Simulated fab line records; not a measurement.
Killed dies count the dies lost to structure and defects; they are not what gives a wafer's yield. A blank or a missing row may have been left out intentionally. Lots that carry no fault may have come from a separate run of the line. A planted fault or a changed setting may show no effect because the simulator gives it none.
Chamber matching -- flow n5-finfet -- N5_BEOL_M4_ALD_98 on ald-sin-03 has 4 sister chambers
The step deposits SiO2, target thk 2.5 nm, pulse time 1 s, co reactant pulse time 1 s. 8 wafers are shown with their chamber, then 9 later ones without.

## WAFERS PAIRED WITH THEIR CHAMBERS
wafer,chamber,heater-power-w (W),precursor-pulse-height-rel
L080.4,1,94,1.028
L082.1,0,77,1.011
L082.3,1,93,1.012
L082.5,3,85,0.969
L086.5,3,83,1.022
L087.2,0,75,0.975
L087.4,2,80,1.016
L087.6,2,81,1.028

## WAFERS WHOSE CHAMBER IS MISSING
wafer,heater-power-w (W),precursor-pulse-height-rel
L094.2,83,0.986
L094.3,78,1.000
L094.4,76,1.000
L097.2,81,0.998
L097.3,76,1.002
L097.5,84,0.979
L096.1,75,0.980
L096.3,79,0.991
L096.5,76,0.953

## CHAMBER TAKEN BY EACH
wafer,from the rows above,in truth
L094.2,can't be placed: 3 or 2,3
L094.3,can't be placed: 0 or 2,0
L094.4,0,0
L097.2,can't be placed: 2 or 3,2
L097.3,0,0
L097.5,3,3
L096.1,0,0
L096.3,can't be placed: 2 or 0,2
L096.5,0,0
Placed correctly: 5 of 9. Cannot be placed on the basis of these rows: 4; the candidates contain the true chamber in 4. Number placed wrongly: 0.
How it was worked out, from the rows above alone: a wafer's distance from a chamber is the root of the sum, over the readings, of the square of ((its reading less the chamber's mean) divided by the reading's scatter). The wafer belongs to the nearest chamber; if the next one is less than 2 further off, it can't be placed. For every chamber, the mean is computed from those of its wafers that are shown. The scatter: the root of (the sum of the squares of (reading less its chamber's mean) over the shown wafers, divided by (wafers less chambers)).
